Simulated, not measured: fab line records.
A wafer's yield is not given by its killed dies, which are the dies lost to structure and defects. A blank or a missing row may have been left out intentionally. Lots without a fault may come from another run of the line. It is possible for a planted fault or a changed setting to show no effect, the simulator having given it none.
Matching of chambers	flow n5_finfet	4 sister chambers for N5_MOL_CONTACT_COAG_ETCHBACK_135 on rie_diel-01
The step etches SiO2 in CHF3, target depth 25 nm, time 16.7 s. 8 wafers are shown with their chamber, then 10 later ones without.

## WAFERS WITH THEIR CHAMBER
wafer	chamber	drypump_motor_current_A (A)	throttle_valve_pct (%)
L076.5	0	5.2	18.99
L079.4	0	5.2	18.97
L086.6	3	6.4	18.52
L085.3	3	6.4	18.52
L085.4	2	5.7	18.28
L085.6	1	5.6	19.17
L088.1	2	5.8	18.29
L088.3	1	5.5	19.18

## WAFERS MISSING THEIR CHAMBER
wafer	drypump_motor_current_A (A)	throttle_valve_pct (%)
L088.5	5.2	18.53
L090.1	6.4	18.54
L090.2	5.2	18.55
L090.4	5.5	19.18
L093.1	5.2	18.56
L093.3	6.4	18.55
L093.6	5.6	19.19
L096.1	5.2	18.58
L096.5	6.4	18.58
L096.6	5.2	18.58

## WHICH CHAMBER EACH ONE RAN IN
wafer	from the rows above	in truth
L088.5	3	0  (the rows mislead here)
L090.1	3	3
L090.2	3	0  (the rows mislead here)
L090.4	1	1
L093.1	3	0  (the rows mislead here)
L093.3	3	3
L093.6	1	1
L096.1	3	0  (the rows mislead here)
L096.5	3	3
L096.6	3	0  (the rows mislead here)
5 of 10 placed correctly. Left unplaced by these rows: 0. 5 placed wrongly.
How it was worked out, from the rows above alone: a wafer's distance from a chamber is the root of the sum, over the readings, of the square of ((its reading less the chamber's mean) divided by the reading's scatter). If the next closest chamber is less than 2 further off than the closest, the wafer can't be placed; otherwise it belongs to the closest. The mean given for a chamber averages the wafers shown for that chamber. The scatter is the square root of a quotient: the sum, over the shown wafers, of each reading's squared deviation from its chamber's mean, divided by wafers minus chambers.
